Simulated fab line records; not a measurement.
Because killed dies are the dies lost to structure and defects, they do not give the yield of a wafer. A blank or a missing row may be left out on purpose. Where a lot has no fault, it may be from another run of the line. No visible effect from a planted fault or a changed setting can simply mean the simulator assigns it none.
Lot-split experiment -- flow n5-finfet -- route with 1938 steps; 7 lots, 21 wafers read

== THE SPLIT ==
At N5_BEOL_M7_EXPOSE_25 (exposes mask V6, target cd 40 nm), the setting dose-mj was moved away from the recipe's 42.5 on 5 of the 21 wafers read, by -7.4% to +6.2%. All remaining wafers had this setting at the recipe value.

== FROM THE SPLIT TO THE READING: what the file shows between them, 2 steps ==
- N5_BEOL_M7_PEB_26: peb time 60 s
- N5_BEOL_M7_DEVELOP_27: develop time 30 s

== THE READING ==
At N5_BEOL_M7_CD_MEAS_28: cd-nm in nanometres, against a target cd of 40 nm. On this fab line, fault-free wafers typically give 39.94 nm with a standard deviation of 0.22 nm.

wafer,"tool, chamber at the split",dose-mj as run,against the recipe,"cd-nm, nm",against lot-mates on the recipe
L074.1,"euv-scanner-01, 0",42.5,recipe,39.75,-
L074.2,"euv-scanner-01, 0",42.5,recipe,39.75,-
L074.4,"euv-scanner-01, 0",42.5,recipe,39.79,-
L077.1,"euv-scanner-01, 0",42.5,recipe,40.26,-
L077.5,"euv-scanner-01, 0",45.12,+6.2%,41.37,+1.42
L077.6,"euv-scanner-01, 0",42.5,recipe,39.64,-
L079.1,"euv-scanner-02, 0",42.5,recipe,40.14,-
L079.2,"euv-scanner-02, 0",42.5,recipe,40.04,-
L079.3,"euv-scanner-02, 0",42.5,recipe,40.23,-
L080.1,"euv-scanner-02, 0",42.5,recipe,40.09,-
L080.4,"euv-scanner-02, 0",42.5,recipe,39.99,-
L080.6,"euv-scanner-02, 0",42.5,recipe,40.08,-
L084.2,"euv-scanner-01, 0",42.5,recipe,39.72,-
L084.3,"euv-scanner-01, 0",42.5,recipe,39.81,-
L084.6,"euv-scanner-01, 0",42.5,recipe,39.77,-
L092.1,"euv-scanner-01, 0",40.04,-5.8%,38.43,-1.52
L092.2,"euv-scanner-01, 0",40.04,-5.8%,38.65,-1.30
L092.3,"euv-scanner-01, 0",42.5,recipe,39.95,-
L090.2,"euv-scanner-01, 0",39.37,-7.4%,38.68,-1.30
L090.4,"euv-scanner-01, 0",42.5,recipe,39.98,-
L090.5,"euv-scanner-01, 0",39.37,-7.4%,37.77,-2.21

FIT RESULTS
A straight line over all 21 wafers: cd-nm changes by +0.235 nm for each +1% of dose-mj; r = +0.96; the points scatter about the line by 0.23 nm.
The same after taking each lot's own level away (the mean of its wafers on the recipe; 21 wafers): +0.238 nm for each +1%; r = +0.97; scatter 0.19 nm.
On that fit, the largest move of dose-mj shifts the reading by 1.8 nm.
Across the lots, their own levels run from 39.763 to 40.137 nm, a range of 1.7 times the standard deviation given above.
The two slopes are in agreement: the lot-to-lot level therefore moves the slope only a little.
Check: -1.92 nm against its lot-mates is what the line predicts for one of the wafers moved furthest among these (-7.4%) when that wafer is left out of the fit. It came out at -1.3 nm against them.

== OTHER SPLITS ON THESE WAFERS ==
Other splits were also applied to these wafers ahead of the reading. Each is held against what the fit with the lots' levels taken away leaves over:
other split on the same wafers,wafers away from the commonest value,r with cd-nm (lot level and that fit taken away)
N5_BEOL_M5_TRENCH_ETCH_37 bias-w,8,-0.18
N5_BEOL_M5_ETCH_41 source-w,4,+0.17
N5_BEOL_M6_DESCUM_33 time-s,10,-0.04

== THE WHOLE CHAIN: every reading that the file lists as answering this split, in the file's order ==
step,what it does,reading,change (the file's fit),r (the file's)
N5_BEOL_M7_CD_MEAS_28,target cd 40 nm,cd-nm,+0.238 nm for each +1% of the setting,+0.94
N5_BEOL_M7_DESCUM_33,"chemistry O2, time 7 s","BEOL_M7.cd-nm (the simulator's own value, which no gauge read)",+0.234 nm for each +1% of the setting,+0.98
N5_BEOL_M7_ETCH_66,"etches SOC in N2/H2, target depth 80 nm, overetch 16 nm, time 120 s","BEOL_M7.cd-nm (the simulator's own value, which no gauge read)",+0.2 nm for each +1% of the setting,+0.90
N5_BEOL_M7_VIA_ETCH_34,"etches SiCOH lowk in C4F6/O2, target depth 125.5 nm, time 50.5 s","BEOL_M7.cd-nm (the simulator's own value, which no gauge read)",+0.215 nm for each +1% of the setting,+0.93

== THE FILE'S OWN FIT ==
cd-nm changes by +0.238 nm for each +1% of dose-mj, r = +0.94.
